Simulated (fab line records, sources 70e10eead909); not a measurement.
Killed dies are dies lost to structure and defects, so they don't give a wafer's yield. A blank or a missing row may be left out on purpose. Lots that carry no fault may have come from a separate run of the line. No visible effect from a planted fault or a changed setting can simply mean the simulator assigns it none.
Chamber matching ; flow nand-harc ; NHARC_A_STAIRCASE_ALD_415 on ald-hk-03: 4 sister chambers
The step deposits SiO2, target thk 30 nm, pulse time 6 s, ald cycles 300. 18 wafers are shown with their chamber, then 9 later ones without.

## EACH WAFER AND ITS CHAMBER
wafer;chamber;heater-power-w (W);precursor-pulse-height-rel
L075.2;2;550;1.006
L075.3;3;541;0.967
L075.4;1;417;1.029
L074.1;2;547;1.008
L074.5;0;446;1.005
L074.6;3;539;0.992
L078.3;1;427;0.992
L078.5;3;537;1.048
L078.6;2;530;1.006
L084.1;0;445;1.029
L084.4;3;544;1.006
L084.5;1;434;0.998
L087.2;0;412;0.961
L087.3;2;532;1.009
L087.4;1;442;1.028
L089.2;3;531;1.043
L089.3;2;540;0.985
L089.6;3;544;0.999

SIGNATURES, as means of the wafers listed above
reading;chamber 0;chamber 1;chamber 2;chamber 3;scatter within a chamber
heater-power-w;434.33;430.00;539.80;539.33;10.4
precursor-pulse-height-rel;0.99833;1.01175;1.00280;1.00917;0.025
Rule: for each reading, subtract the chamber's mean from the wafer's reading, divide by that reading's scatter and square the result; add these up over the readings and take the root, which gives the wafer's distance from the chamber. The wafer belongs to the nearest chamber; if the next one is less than 2 further off, it can't be placed. The scatter: take each reading less its chamber's mean, square it, sum over the shown wafers, divide by the number of wafers less the number of chambers, and take the root.

## WAFERS WITH NO CHAMBER GIVEN
wafer;heater-power-w (W);precursor-pulse-height-rel
L094.1;542;1.033
L094.4;522;1.015
L094.6;543;1.002
L095.2;546;0.987
L095.3;511;0.996
L095.6;436;0.999
L097.2;543;0.987
L097.3;561;0.973
L097.5;427;1.018

## WHICH CHAMBER EACH ONE RAN IN
wafer;from the rows above;in truth
L094.1;can't be placed: 3 or 2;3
L094.4;can't be placed: 3 or 2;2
L094.6;can't be placed: 2 or 3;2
L095.2;can't be placed: 2 or 3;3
L095.3;can't be placed: 3 or 2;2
L095.6;can't be placed: 0 or 1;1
L097.2;can't be placed: 2 or 3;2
L097.3;can't be placed: 2 or 3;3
L097.5;can't be placed: 1 or 0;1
0 of 9 placed correctly. Can't be placed from these rows: 9 (the true chamber is among the candidates in 9). Number placed wrongly: 0.
